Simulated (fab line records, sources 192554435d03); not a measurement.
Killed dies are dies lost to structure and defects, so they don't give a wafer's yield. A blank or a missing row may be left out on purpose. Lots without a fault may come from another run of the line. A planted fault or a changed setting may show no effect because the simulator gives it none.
One fault seen from 3 desks | flow n5_finfet | each desk has only its own numbers; what lay behind them comes last

THE TOOL OWNER'S DESK: arfi_scanner-03
The tool's own readings at N5_PMOS_HMC_CHANNEL_EPI_EXPOSE_06 (exposes mask PMOS HMC BLK, target cd 240 nm): means of the sampled wafers that have a number, for each lot that ran on this tool. A lot is out of limits, marked OUT, if its mean lies more than 4 standard deviations from the usual mean; the brackets give that distance.
Columns: A = exposure_dose_mJ_cm2 at N5_PMOS_HMC_CHANNEL_EPI_EXPOSE_06, usual 40.97
lot  | first seen here | A
L220 | day 2 05:08     | 40.99
L230 | day 4 18:35     | 40.31 (-13) OUT
L231 | day 4 22:44     | 40.33 (-13) OUT
This desk's finding: out of limits on L230, L231; first on L230, day 4 18:35 (exposure_dose_mJ_cm2 at N5_PMOS_HMC_CHANNEL_EPI_EXPOSE_06). In limits: L220.

THE METROLOGY DESK
What the gauges read, lot by lot, whatever tool the lot ran on: means of the sampled wafers that have a number. A lot is out of limits, marked OUT, if its mean lies more than 4 standard deviations from the usual mean; the brackets give that distance. Of its 12 readings 7 are shown: those that lie furthest out on some lot.
Columns: A = cd_nm at N5_PMOS_HMC_CHANNEL_EPI_CD_MEAS_09, usual 237.1 nm; B = PMOS_HMC_BLK_OVL at N5_PMOS_HMC_CHANNEL_EPI_OVL_MEAS_10, usual -0.3 nm; C = DIBL_N at N5_BEOL_M4_RC_MEAS_101, usual 36.4 mV/V; D = DIBL_P at N5_BEOL_M4_RC_MEAS_101, usual 36.5 mV/V; E = IOFF_P at N5_BEOL_M4_RC_MEAS_101, usual 0.202 nA/um; F = SS_P at N5_BEOL_M4_RC_MEAS_101, usual 73.4 mV/dec; G = VT_P at N5_BEOL_M4_RC_MEAS_101, usual -251.4 mV
lot  | first seen here | A     | B    | C    | D    | E     | F    | G
L220 | day 2 05:14     | 237.1 | -0.5 | 37.0 | 36.9 | 0.201 | 73.6 | -254.0
L227 | day 3 23:10     | 237.2 | -0.3 | 36.4 | 37.5 | 0.201 | 73.1 | -252.1
L230 | day 4 18:43     | 234.8 | 0.2  | 35.6 | 38.6 | 0.182 | 73.0 | -254.9
L231 | day 4 22:51     | 235.8 | 0.0  | 34.5 | 34.6 | 0.183 | 72.7 | -252.1
L233 | day 5 10:58     | 238.0 | 0.6  | 36.9 | 36.6 | 0.230 | 73.4 | -248.9
L238 | day 6 17:23     | 237.2 | 1.2  | 37.2 | 36.7 | 0.223 | 74.1 | -250.4
This desk's finding: nothing out of limits on any of the 6 lots.

THE DEFECT DESK
What the inspections along the route counted, lot by lot: means of the sampled wafers that have a number. A lot is out of limits, marked OUT, if its mean lies more than 4 standard deviations from the usual mean; the brackets give that distance.
Columns: A = raw_defect_count at N5_WELL_APT_INSPECT_38, usual 13; B = raw_defect_count at N5_PMOS_HMC_CHANNEL_EPI_INSPECT_11, usual 1.8
lot  | first seen here | A  | B
L220 | day 2 04:55     | 16 | 2.3
L227 | day 3 22:44     | 11 | 2.3
L230 | day 4 18:16     | 11 | 2.0
L231 | day 4 22:32     | 18 | 0.7
L233 | day 5 10:32     | 12 | 3.0
L238 | day 6 16:57     | 11 | 2.0
This desk's finding: nothing out of limits on any of the 6 lots.

PUT TOGETHER
The tool owner's desk could have raised an alarm at day 4 18:35, on L230, L231.
The metrology desk saw nothing out of limits.
The defect desk saw nothing out of limits.
The metrology desk has L230, L231 on record, within its limits.
The defect desk has L230, L231 on record, within its limits.
Of the lots named, all ran N5_PMOS_HMC_CHANNEL_EPI_EXPOSE_06 on arfi_scanner-03.

WHAT THE SIMULATOR HAD PUT IN
Process parameter drift: arfi_scanner-03, from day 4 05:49 on, at N5_PMOS_HMC_CHANNEL_EPI_EXPOSE_06. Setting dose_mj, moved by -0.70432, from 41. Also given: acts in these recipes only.
Lots struck among those shown: L230, L231.
Hours from the fault's start to each desk's first reading out of limits: the tool owner's desk, 13.
